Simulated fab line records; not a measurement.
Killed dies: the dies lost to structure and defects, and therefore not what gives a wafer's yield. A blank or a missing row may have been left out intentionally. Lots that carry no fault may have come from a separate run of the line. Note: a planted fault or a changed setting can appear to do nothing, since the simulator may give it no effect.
Chamber matching -- flow n5_finfet -- N5_BEOL_M10_ALD_74 on ald_metal-02 has 4 sister chambers
The step deposits TaN, target thk 2 nm, pulse time 2 s, purge time 3 s. 4 wafers are shown with their chamber, then 12 later ones without.

## WAFERS, EACH WITH ITS CHAMBER
wafer,chamber,heater_power_w (W)
L089.3,0,424
L089.4,3,476
L089.5,2,397
L089.6,1,382

## WAFERS MISSING THEIR CHAMBER
wafer,heater_power_w (W)
L092.2,440
L092.4,375
L092.6,385
L096.1,425
L096.2,387
L096.3,409
L094.1,486
L094.2,389
L094.6,431
L095.1,399
L095.3,482
L095.5,398

## THE CHAMBER EACH PASSED THROUGH
wafer,from the rows above,in truth
L092.2,0,0
L092.4,can't be placed: 1 or 2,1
L092.6,can't be placed: 1 or 2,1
L096.1,0,0
L096.2,can't be placed: 1 or 2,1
L096.3,can't be placed: 2 or 0 or 1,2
L094.1,3,3
L094.2,can't be placed: 1 or 2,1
L094.6,0,0
L095.1,can't be placed: 2 or 1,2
L095.3,3,3
L095.5,can't be placed: 2 or 1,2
Correctly placed: 5 of 12. Can't be placed from these rows: 7 (the true chamber is among the candidates in 7). Placed wrongly: 0.
How it was worked out, from the rows above alone: a wafer's distance from a chamber is the root of the sum, over the readings, of the square of ((its reading less the chamber's mean) divided by the reading's scatter). The wafer belongs to the nearest chamber; if the next one is less than 2 further off, it can't be placed. A chamber's mean is the mean of its shown wafers. The scatter (one wafer shown for each chamber): square how far every hidden wafer sits from the nearest shown wafer, average those squares and take the square root.
